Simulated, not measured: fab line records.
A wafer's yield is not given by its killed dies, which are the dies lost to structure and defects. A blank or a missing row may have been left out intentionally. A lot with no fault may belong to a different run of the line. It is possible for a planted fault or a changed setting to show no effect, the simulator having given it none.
Comparing a struck lot with a sound one ; flow n5 finfet ; 40 out of 1938 route steps
Sound: these wafers, L212.1, L212.2, L212.3. The struck wafers were L209.2, L209.3, L209.6. The cause comes at the end.
Order at every step that has rows: each side's tool, ch and its chambers, its first start. Under that, the readings that differ: sound wafers ; struck wafers ; difference of the means ; sigmas: that difference in standard deviations of wafers without a fault.
alike: same words and numbers on both sides, and readings whose means sit less than 2 such deviations apart. not compared: any withheld reading, any reading some wafer has no value for, any bound like >300 that may hide the same value, and any number with overlapping values for which the record gives no deviation.
The two part at a step that has a row with sigmas, a row that says differs or no value, or rows on one side only. When numbers do not overlap yet have no deviation, they are printed without sigmas and do not part them. A reading missing from all wafers of one side parts the sides only when that side holds two or more wafers.

first, 9 steps without rows for these wafers: N5_WELL_APT_EBR_04; N5_WELL_APT_SOFTBAKE_03 (time 60 s); N5_WELL_APT_EXPOSE_05 (exposes mask NWELL, defocus 0 nm, target cd 200 nm); N5_WELL_APT_PEB_06 (peb time 90 s); N5_WELL_APT_DEVELOP_07 (develop time 45 s); N5_WELL_APT_HARDBAKE_12 (time 120 s); N5_WELL_APT_DESCUM_13 (chemistry O2, time 7.9 s); N5_WELL_APT_IMPLANT_14; N5_WELL_APT_IMPLANT_15.
N5_WELL_APT_STRIP_16: strips in SPM, time 900 s.
  sound on wet bench-02 ch 1,2,3, day 5 14:15; struck on wet bench-04 ch 2,5,6, day 4 20:30
  alike: bath guard temp C
then, 8 steps without rows for these wafers: N5_WELL_APT_HMDS_18 (time 60 s); N5_WELL_APT_COAT_19 (resist thk 950 nm); N5_WELL_APT_EBR_21; N5_WELL_APT_SOFTBAKE_20 (time 60 s); N5_WELL_APT_EXPOSE_22 (exposes mask PWELL, defocus 0 nm, target cd 200 nm); N5_WELL_APT_PEB_23 (peb time 90 s); N5_WELL_APT_DEVELOP_24 (develop time 45 s); N5_WELL_APT_HARDBAKE_29 (time 120 s).
N5_WELL_APT_INSPECT_27: inspects for defects (macro).
  sound: defect inspect-02 at day 5 14:51; struck: defect inspect-01 at day 4 21:14
reading;sound;struck;difference;sigmas
raw defect count;3 3 0;254 265 248;+254;+99 or more
then, 10 steps without rows for these wafers: N5_WELL_APT_DESCUM_30 (chemistry O2, time 7.9 s); N5_WELL_APT_IMPLANT_31; N5_WELL_APT_IMPLANT_32; N5_WELL_APT_STRIP_33 (strips in SPM, time 900 s); N5_WELL_APT_RTA_34 (time 10 s); N5_WELL_APT_OXIDE_STRIP_42 (strips SiO2 in dHF, time 45 s, target depth 12 nm); N5_WELL_APT_PRECLEAN_36 (cleans in O3/DIW, time 45 s); N5_WELL_APT_PRECLEAN_39 (cleans in dHF, time 60 s); N5_WELL_APT_SRD_37 (time 30 s); N5_WELL_APT_EPI_41 (deposits Si from SiH4/H2, target thk 50 nm, time 297.7 s).
N5_WELL_APT_INSPECT_38: inspects for defects (darkfield).
  sound: defect inspect-02 at day 5 16:57; struck: defect inspect-02 at day 4 23:01
reading;sound;struck;difference;sigmas
raw defect count;12 15 8;272 279 267;+261;+50
then, 7 steps without rows for these wafers: N5_PMOS_HMC_CHANNEL_EPI_HM_DEP_34 (deposits SiO2 from TEOS/O2, target thk 36 nm, time 6.9 s); N5_PMOS_HMC_CHANNEL_EPI_COAT_31 (time 60 s, resist thk 66 nm); N5_PMOS_HMC_CHANNEL_EPI_COAT_03 (resist thk 205 nm); N5_PMOS_HMC_CHANNEL_EPI_EBR_05; N5_PMOS_HMC_CHANNEL_EPI_SOFTBAKE_04 (time 60 s); N5_PMOS_HMC_CHANNEL_EPI_EXPOSE_06 (exposes mask PMOS HMC BLK, target cd 240 nm); N5_PMOS_HMC_CHANNEL_EPI_PEB_07 (peb time 60 s).
N5_PMOS_HMC_CHANNEL_EPI_INSPECT_11: inspects for defects (macro).
  sound: defect inspect-02 at day 5 17:27; struck: defect inspect-01 at day 4 23:30
reading;sound;struck;difference;sigmas
raw defect count;5 0 2;252 268 262;+258;+99 or more
-- here the record skips 6 days between the struck wafers' starts before and after, leaving off in module PMOS_HMC_CHANNEL_EPI and picking up in module BEOL_M4 (first step shown: number 1111 of the route) --
N5_BEOL_M4_RC_MEAS_101:
  sound on prober-01 ch 0, day 11 18:53; struck on prober-01 ch 0, day 11 04:33
  alike: DIBL_N, DIBL_P, IOFF_N, IOFF_P, ION_N, ION_P, SS_N, SS_P, VT_N, VT_P
-- the record jumps here: 5 days lie between the struck wafers' starts before and after (it left off in module BEOL_M4 and takes up again in module PASSIVATION, whose first step shown is number 1936 of the route) --
N5_PASSIVATION_PROBE_49:
  record: rows for the struck wafers here (prober-01, day 15 18:49), none for the sound ones

WHERE THEY PART
Last at N5_PASSIVATION_PROBE_49 as far as this record goes, first at N5_WELL_APT_INSPECT_27.

WHY: what had been put in by the simulator
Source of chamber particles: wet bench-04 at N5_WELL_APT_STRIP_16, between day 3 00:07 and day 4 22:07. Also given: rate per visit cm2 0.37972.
